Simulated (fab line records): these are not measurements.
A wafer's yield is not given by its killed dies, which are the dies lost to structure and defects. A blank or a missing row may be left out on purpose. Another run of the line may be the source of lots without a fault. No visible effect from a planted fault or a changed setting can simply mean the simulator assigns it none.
What tool caused it? -- flow n5_finfet -- 25 wafers from 9 lots sampled at 7 of the route's 1938 steps

## WHAT THE GAUGES SHOWED, per wafer
N5_PMOS_HMC_CHANNEL_EPI_INSPECT_30: inspects for defects (darkfield).
lot,measured,on,raw_defect_count
L239,day 1 20:49,defect_inspect-01,26 14 10
L244,day 3 01:55,defect_inspect-02,23 21
L245,day 3 08:08,defect_inspect-02,26 12 7
L250,day 4 14:00,defect_inspect-02,11 9
L255,day 5 19:54,defect_inspect-01,21 25 15
L257,day 6 10:50,defect_inspect-01,23 16 32
L258,day 6 15:50,defect_inspect-01,11 27 25
L261,day 7 09:09,defect_inspect-01,17 19 8
L262,day 7 14:26,defect_inspect-02,19 32 19

N5_FIN_SAQP_CD_MEAS_27 targets a cd of 20 nm.
lot,measured,on,cd_nm (nm)
L239,day 2 00:38,cd_sem-01,20.57 20.62 20.35
L244,day 3 05:31,cd_sem-03,20.46 20.69
L245,day 3 11:40,cd_sem-03,20.35 20.79 20.35
L250,day 4 18:07,cd_sem-02,20.54 19.88
L255,day 6 00:45,cd_sem-02,20.37 20.07 20.40
L257,day 6 14:17,cd_sem-01,- - -
L258,day 6 19:17,cd_sem-01,- - -
L261,day 7 12:51,cd_sem-01,19.92 20.06 20.42
L262,day 7 17:55,cd_sem-01,19.95 20.03 19.86

N5_BEOL_M4_RC_MEAS_101.
lot,measured,on,DIBL_N (mV/V),DIBL_P (mV/V),IOFF_N (nA/um),IOFF_P (nA/um),ION_N (uA/um),ION_P (uA/um),SS_N (mV/dec),SS_P (mV/dec),VT_N (mV),VT_P (mV)
L239,day 7 14:53,prober-01,34.6 39.5 40.4,32.9 37.6 38.7,0.13 0.21 0.24,0.15 0.21 0.22,677 667 674,457 451 450,71.2 72.4 72.4,72.6 74.0 73.6,251 249 247,-253 -253 -254
L244,day 9 05:04,prober-02,36.1 37.4,34.9 35.9,0.16 0.16,0.19 0.20,670 672,455 454,70.3 71.9,73.5 73.1,245 251,-252 -250
L245,day 8 18:54,prober-02,30.5 38.6 37.9,28.5 40.2 38.6,0.08 0.21 0.20,0.11 0.25 0.22,647 664 683,444 456 463,70.0 72.3 72.4,72.0 74.9 74.4,257 248 248,-259 -253 -251
L250,day 10 10:10,prober-01,32.9 37.9,31.9 39.1,0.10 0.19,0.13 0.24,647 674,440 455,70.6 71.9,71.9 74.7,260 247,-257 -251
L255,day 11 20:58,prober-02,38.9 35.0 36.6,41.8 36.9 38.8,0.22 0.15 0.17,0.27 0.19 0.22,699 680 678,471 470 462,72.3 71.7 72.0,74.2 73.0 73.4,248 249 248,-247 -248 -247
L261,day 13 15:09,prober-02,34.2 34.4 36.8,34.1 35.3 37.6,0.13 0.13 0.17,0.16 0.18 0.21,643 671 685,441 459 456,72.1 71.4 72.5,72.9 73.7 74.1,254 253 248,-256 -255 -252
L262,day 13 16:32,prober-01,37.5 37.0 37.4,38.1 37.6 38.8,0.20 0.18 0.21,0.27 0.27 0.29,678 678 691,460 468 465,72.5 71.6 72.0,73.3 73.6 72.6,244 248 245,-244 -244 -242

## EACH LOT AND THE TOOL THAT RAN IT (in order: tool; ch and the chambers of the sampled wafers; start)
lot,N5_PMOS_HMC_CHANNEL_EPI_EPI_26,N5_FIN_SAQP_HM_OPEN_73,N5_FIN_SAQP_MANDREL_ETCH_22,N5_FIN_SAQP_ETCH_65
L239,"epi_rpcvd-04 ch 0, day 1 20:32","rie_diel-01 ch 1,2, day 1 22:46","rie_si-04 ch 0,2,3, day 1 22:52","rie_si-03 ch 0,1,3, day 2 00:53"
L244,"epi_rpcvd-04 ch 0, day 3 01:41","rie_diel-05 ch 2,3, day 3 03:37","rie_si-03 ch 1,2, day 3 03:43","rie_si-04 ch 1, day 3 05:40"
L245,"epi_rpcvd-03 ch 0, day 3 07:46","rie_diel-01 ch 0,2, day 3 09:45","rie_si-03 ch 1,2,3, day 3 09:50","rie_si-03 ch 1,2,3, day 3 11:49"
L250,"epi_rpcvd-03 ch 0, day 4 13:32","rie_diel-05 ch 0,3, day 4 16:02","rie_si-03 ch 0, day 4 16:07","rie_si-03 ch 0,1, day 4 18:29"
L255,"epi_rpcvd-01 ch 0, day 5 19:35","rie_diel-04 ch 1,2, day 5 22:31","rie_si-03 ch 2,3, day 5 22:36","rie_si-03 ch 1,2,3, day 6 00:58"
L257,"epi_rpcvd-01 ch 0, day 6 10:31","rie_diel-01 ch 0,1,2, day 6 12:27","rie_si-04 ch 1,2, day 6 12:32","rie_si-01 ch 2,3, day 6 14:26"
L258,"epi_rpcvd-04 ch 0, day 6 15:34","rie_diel-01 ch 2,3, day 6 17:29","rie_si-01 ch 2,3, day 6 17:34","rie_si-01 ch 0,3, day 6 19:26"
L261,"epi_rpcvd-03 ch 0, day 7 08:53","rie_diel-05 ch 2,3, day 7 10:56","rie_si-01 ch 1,2, day 7 11:01","rie_si-04 ch 0,1,2, day 7 13:00"
L262,"epi_rpcvd-04 ch 0, day 7 13:58","rie_diel-05 ch 1,2,3, day 7 16:07","rie_si-01 ch 0,1, day 7 16:11","rie_si-03 ch 0,1,2, day 7 18:05"
- N5_PMOS_HMC_CHANNEL_EPI_EPI_26: deposits Si from SiH4/H2, target thk 3.8 nm, time 22.7 s.
- N5_FIN_SAQP_HM_OPEN_73: chemistry CHF3/O2, target SiO2, stops on a-Si, target depth 12 nm, time 16.8 s.
- N5_FIN_SAQP_MANDREL_ETCH_22: etches a-Si in HBr/Cl2, stops on SiNx, target depth 60 nm, bt time 10 s, time 30 s.
- N5_FIN_SAQP_ETCH_65: etches SiO2 in CF4, target depth 4 nm, time 4.4 s.

## AS READ BY THE TOOLS THEMSELVES (means over the sampled wafers that have a number; for cases with no such wafer, the mark the record gives instead)
N5_PMOS_HMC_CHANNEL_EPI_EPI_26.
lot,tool,susceptor_temp_C (C),throttle_valve_pct (%)
L239,epi_rpcvd-04,650.20,11.2
L244,epi_rpcvd-04,649.95,11.0
L245,epi_rpcvd-03,649.76,12.5
L250,epi_rpcvd-03,650.04,12.2
L255,epi_rpcvd-01,649.63,11.8
L257,epi_rpcvd-01,650.20,11.9
L258,epi_rpcvd-04,649.79,11.0
L261,epi_rpcvd-03,649.87,12.3
L262,epi_rpcvd-04,649.57,11.1

N5_FIN_SAQP_HM_OPEN_73.
lot,tool,CHF3_flow_sccm (sccm),O2_flow_sccm (sccm),drypump_motor_current_A (A),oes_product_au (a.u.),rf_vpp_V (V),showerhead_plenum_p_Torr (Torr),throttle_valve_pct (%)
L239,rie_diel-01,49.94,4.995,5.2,0.44,509,2.47,18.91
L244,rie_diel-05,50.12,5.002,5.1,0.50,515,2.40,18.63
L245,rie_diel-01,50.05,5.016,5.4,0.41,536,2.39,18.91
L250,rie_diel-05,49.87,4.999,5.4,0.43,516,2.34,18.80
L255,rie_diel-04,49.87,5.027,5.3,0.43,517,2.29,18.59
L257,rie_diel-01,-,-,-,-,-,-,-
L258,rie_diel-01,-,-,-,-,-,-,-
L261,rie_diel-05,49.97,5.004,5.0,0.46,511,2.36,18.77
L262,rie_diel-05,49.94,4.990,5.5,0.47,520,2.36,18.77

N5_FIN_SAQP_MANDREL_ETCH_22.
lot,tool,HBr_flow_sccm (sccm),drypump_motor_current_A (A),oes_product_au (a.u.),throttle_valve_pct (%)
L239,rie_si-04,149.4,5.76,0.770,35.8
L244,rie_si-03,150.2,5.86,0.778,35.0
L245,rie_si-03,149.7,5.82,0.768,35.3
L250,rie_si-03,150.0,6.21,0.772,36.1
L255,rie_si-03,150.2,5.86,0.762,35.5
L257,rie_si-04,150.2,5.64,0.307,36.2
L258,rie_si-01,150.0,6.00,0.309,37.1
L261,rie_si-01,150.4,6.16,0.793,35.3
L262,rie_si-01,150.4,5.90,0.767,35.7

N5_FIN_SAQP_ETCH_65.
lot,tool,drypump_motor_current_A (A),oes_product_au (a.u.),throttle_valve_pct (%)
L239,rie_si-03,5.96,0.986,21.7
L244,rie_si-04,5.87,0.998,21.9
L245,rie_si-03,5.84,0.986,21.6
L250,rie_si-03,6.01,1.001,21.6
L255,rie_si-03,5.82,0.984,21.6
L257,rie_si-01,6.30,1.025,22.0
L258,rie_si-01,5.74,1.029,22.4
L261,rie_si-04,5.79,0.995,21.9
L262,rie_si-03,5.95,0.996,21.7

## THE ANSWER, worked out from the rows above alone
Rule: the lots themselves supply what counts as usual. The widest of any qualifying gaps counts: lots, ordered by their means at a reading, are off when they make up no more than a third of the lots, leave a main group of 4 or more, and stand apart from it by 3 or more times the standard deviation of that group's means. A main group whose means are all the same, to the digits that the tables above print for the reading, isn't used. A lot without any number at a reading at which 4 lots or more have one is off too. Where the step has rows for the other lots, those lots are counted as sound. The gauges are gone through in route order, then the tools' own readings, and for those a lot's mean is taken as printed above. At the first step where some lot is off, the reading lying furthest off is the one used; lots without a number count as furthest.
Off: L257, L258 (N5_FIN_SAQP_CD_MEAS_27, cd_nm). Without a number there: L257, L258. Mean 20.31 nm and standard deviation 0.21 in the main group.
If a tool, at a process step before that reading, ran all the lots that are off and no sound lot after the first of them, it fits. Not tried: the gauges at N5_FIN_SAQP_CD_MEAS_27; whatever is off there is also off at N5_FIN_SAQP_HM_OPEN_73, on other tools, and gauge error can't account for it. One fits: N5_FIN_SAQP_HM_OPEN_73 on rie_diel-01. A fault onset in the window from L245 (day 3 09:45, its last sound lot) to L257 (day 6 12:27, its first lot off) fits.
Blank at N5_FIN_SAQP_HM_OPEN_73 on the lots that are off, where sound lots have numbers: CHF3_flow_sccm, O2_flow_sccm, drypump_motor_current_A, oes_product_au, rf_vpp_V, showerhead_plenum_p_Torr, throttle_valve_pct.

## WHAT THE SIMULATOR HAD PUT IN
At N5_FIN_SAQP_HM_OPEN_73, the step was skipped entirely on rie_diel-01 from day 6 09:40 on. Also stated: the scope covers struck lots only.
Lots struck among those shown: L257, L258. The rule above found the same.
